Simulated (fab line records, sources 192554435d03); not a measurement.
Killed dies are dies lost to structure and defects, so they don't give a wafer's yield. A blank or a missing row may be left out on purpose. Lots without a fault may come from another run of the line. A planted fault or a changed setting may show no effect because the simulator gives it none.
Chamber matching | flow n5_finfet | N5_FIN_CUT_CUT_ETCH_27 on rie_diel-03: 4 sister chambers
The step etches SiO2 in CHF3/O2, target depth 4 nm, overetch 2 nm, time 4.9 s. 16 wafers are shown with their chamber, then 8 later ones without.

WAFERS WITH THEIR CHAMBER
wafer  | chamber | drypump_motor_current_A (A) | throttle_valve_pct (%) | showerhead_plenum_p_Torr (Torr)
L076.2 | 3       | 6.6                         | 18.88                  | 2.49
L076.5 | 3       | 6.6                         | 18.88                  | 2.49
L076.6 | 2       | 5.8                         | 18.62                  | 2.44
L079.3 | 1       | 6.0                         | 19.23                  | 2.51
L079.4 | 0       | 4.9                         | 18.49                  | 2.43
L079.6 | 2       | 5.7                         | 18.63                  | 2.43
L080.3 | 2       | 5.8                         | 18.63                  | 2.43
L080.4 | 3       | 6.6                         | 18.91                  | 2.48
L080.5 | 3       | 6.6                         | 18.88                  | 2.48
L084.2 | 1       | 6.1                         | 19.21                  | 2.50
L084.4 | 2       | 5.8                         | 18.66                  | 2.43
L084.6 | 0       | 4.9                         | 18.51                  | 2.43
L087.1 | 3       | 6.6                         | 18.91                  | 2.48
L087.2 | 2       | 5.8                         | 18.66                  | 2.43
L087.3 | 0       | 4.9                         | 18.53                  | 2.43
L088.1 | 0       | 4.9                         | 18.52                  | 2.43

SIGNATURES (means of the wafers above)
reading                  | chamber 0 | chamber 1 | chamber 2 | chamber 3 | scatter within a chamber
drypump_motor_current_A  | 4.900     | 6.050     | 5.780     | 6.600     | 0.0329
throttle_valve_pct       | 18.5125   | 19.2200   | 18.6400   | 18.8920   | 0.0172
showerhead_plenum_p_Torr | 2.4300    | 2.5050    | 2.4320    | 2.4840    | 0.00456
Rule: a wafer's distance from a chamber is the root of the sum, over the readings, of the square of ((its reading less the chamber's mean) divided by the reading's scatter). The wafer belongs to the nearest chamber; if the next one is less than 2 further off, it can't be placed. The scatter: the root of (the sum of the squares of (reading less its chamber's mean) over the shown wafers, divided by (wafers less chambers)).

WAFERS WITHOUT THEIR CHAMBER
wafer  | drypump_motor_current_A (A) | throttle_valve_pct (%) | showerhead_plenum_p_Torr (Torr)
L088.4 | 5.8                         | 18.65                  | 2.43
L088.6 | 6.0                         | 19.23                  | 2.50
L089.1 | 5.9                         | 18.65                  | 2.43
L089.2 | 4.9                         | 18.51                  | 2.43
L089.3 | 6.0                         | 19.25                  | 2.50
L094.2 | 4.9                         | 18.53                  | 2.42
L094.3 | 6.6                         | 18.59                  | 2.47
L094.6 | 6.7                         | 18.58                  | 2.47

WHICH CHAMBER EACH WENT THROUGH
wafer  | from the rows above | in truth
L088.4 | 2                   | 2
L088.6 | 1                   | 1
L089.1 | 2                   | 2
L089.2 | 0                   | 0
L089.3 | 1                   | 1
L094.2 | 0                   | 0
L094.3 | 3                   | 3
L094.6 | 3                   | 3
Placed correctly: 8 of 8. Can't be placed from these rows: 0. Placed wrongly: 0.
